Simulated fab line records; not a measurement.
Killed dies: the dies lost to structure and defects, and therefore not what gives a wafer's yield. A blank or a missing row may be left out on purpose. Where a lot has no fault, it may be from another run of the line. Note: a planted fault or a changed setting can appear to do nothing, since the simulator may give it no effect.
A lot that was struck, set against a sound lot + flow n5Finfet + 18 out of 1938 route steps
Sound: the wafers L897.4, L897.5, L897.6. Struck: wafer L914.2 (left out: L914.1, L914.6 of the same lot, which were not struck); the cause appears at the end.
At each step with rows: each side's tool, then ch and its chambers, then its first start. Under that, the readings that differ: sound wafers + struck wafers + difference of the means + sigmas: that difference in standard deviations of wafers without a fault.
alike: a reading whose means differ by less than 2 such deviations, as well as words and numbers matching on both sides. not compared: withheld readings; readings where some wafer has no value; bounds like >300 that might hide an equal value; numbers whose values overlap and for which the record gives no deviation.
The two part at a step that has a row with sigmas, a row that says differs or no value, or rows on one side only. Numbers that don't overlap but have no deviation are shown without sigmas and don't part them. A reading that every wafer of one side lacks parts them only if that side has two wafers or more.

first, 1 step without rows for these wafers: N5_BEOL_M15_DESCUM_33 (chemistry O2, time 7.9 s).
N5_BEOL_M15_ETCH_61: etches BARC in N2/H2, target depth 89 nm, overetch 26.7 nm, time 67.9 s.
  sound on rieDiel-01 ch 1,2, day 12 03:41; struck on rieDiel-03 ch 2, day 17 06:53
  alike: chamberPressureMTorr, drypumpMotorCurrentA, h2FlowSccm, oesProductAu, rfVppV, showerheadPlenumPTorr, throttleValvePct
  not compared: rfHoursCounterH
then, 1 step without rows for these wafers: N5_BEOL_M15_TRENCH_ETCH_34 (etches SiO2 in C4F8/O2/Ar, target depth 872.93 nm, time 199 s).
N5_BEOL_M15_STRIP_36: strips in O2.
  sound on rieDiel-01 ch 0,1,2, day 12 04:04; struck on rieDiel-03 ch 2, day 17 07:55
  alike: chamberPressureMTorr, drypumpMotorCurrentA, oesProductAu, rfVppV, showerheadPlenumPTorr, throttleValvePct
  not compared: rfHoursCounterH
N5_BEOL_M15_STRIP_62: strips in O2.
  sound: rieDiel-01 ch 0,1,2; struck: rieDiel-03 ch 2
| reading    | sound       | struck | difference | sigmas |
|------------|-------------|--------|------------|--------|
| rfVppV (V) | 4.2 3.4 3.8 | 2.7    | -1.1       | -2     |
  alike: chamberPressureMTorr, drypumpMotorCurrentA, oesProductAu, showerheadPlenumPTorr, throttleValvePct
  not compared: rfHoursCounterH
then, 4 steps without rows for these wafers: N5_BEOL_M15_STRIP_37 (strips in O2); N5_BEOL_M15_ETCH_38 (etches SiCN in CF4/N2, target depth 106.4 nm, time 120.5 s); N5_BEOL_M15_PRECLEAN_39 (cleans in residue remover, time 60 s); N5_BEOL_M15_SRD_40 (time 30 s, dry time 30 s).
N5_BEOL_M15_DEGAS_41: time 60 s.
  sound on pvdSputter-02 at day 12 05:47; struck on pvdSputter-02 at day 17 08:41
  alike: heaterPowerW
N5_BEOL_M15_PRE_CLEAN_42: time 30 s.
  sound on pvdSputter-02 at day 12 05:50; struck on pvdSputter-02 at day 17 08:43
  alike: heaterPowerW
N5_BEOL_M15_SPUTTER_43: material TaN, target thk 15 nm, time 24.19 s.
  sound on pvdSputter-02 at day 12 05:52; struck on pvdSputter-02 at day 17 08:46
| reading                                     | sound        | struck | difference | sigmas |
|---------------------------------------------|--------------|--------|------------|--------|
| model.TaN_of_BEOL_M15_SPUTTER_43.thkNm (nm) | 15.2 15 15.2 | 8.4    | -6.7       |        |
  alike: chamberPressurePa, throttleValvePct
then, 4 steps without rows for these wafers: N5_BEOL_M15_SPUTTER_44 (material Ta, target thk 15 nm, time 24.19 s); N5_BEOL_M15_SPUTTER_45 (material Cu, target thk 100 nm, time 16.67 s); N5_BEOL_M15_ECD_47 (material Cu, target thk 1860 nm); N5_BEOL_M15_ANNEAL_48 (time 90 s).
N5_BEOL_M15_CMP_49: polishes, stops on SiO2, t overpolish 4.9 s, target thk 850 nm.
  sound on cmp-04 ch 1,2, day 12 06:44; struck on cmp-01 ch 3, day 17 09:35
| reading                   | sound             | struck | difference | sigmas |
|---------------------------|-------------------|--------|------------|--------|
| barrierFieldEndpointS (s) | 11.79 11.17 11.60 | 9.02   | -2.50      | -10    |
| motorCurrentA (A)         | 9.1 8.1 9.0       | 6.9    | -1.8       | -3     |
  alike: clearingPlatenDownForcePsi, platenRpm
N5_BEOL_M15_THK_MEAS_50: measures by xrf.
  sound on filmMetro-01 at day 12 06:59; struck on filmMetro-01 at day 17 09:52
  alike: M15_THK

WHERE THEY PART
First at N5_BEOL_M15_STRIP_62; last, within this record, at N5_BEOL_M15_CMP_49. Later steps at which nothing parts them and some readings are alike: N5_BEOL_M15_THK_MEAS_50.

WHY: what the simulator had put in
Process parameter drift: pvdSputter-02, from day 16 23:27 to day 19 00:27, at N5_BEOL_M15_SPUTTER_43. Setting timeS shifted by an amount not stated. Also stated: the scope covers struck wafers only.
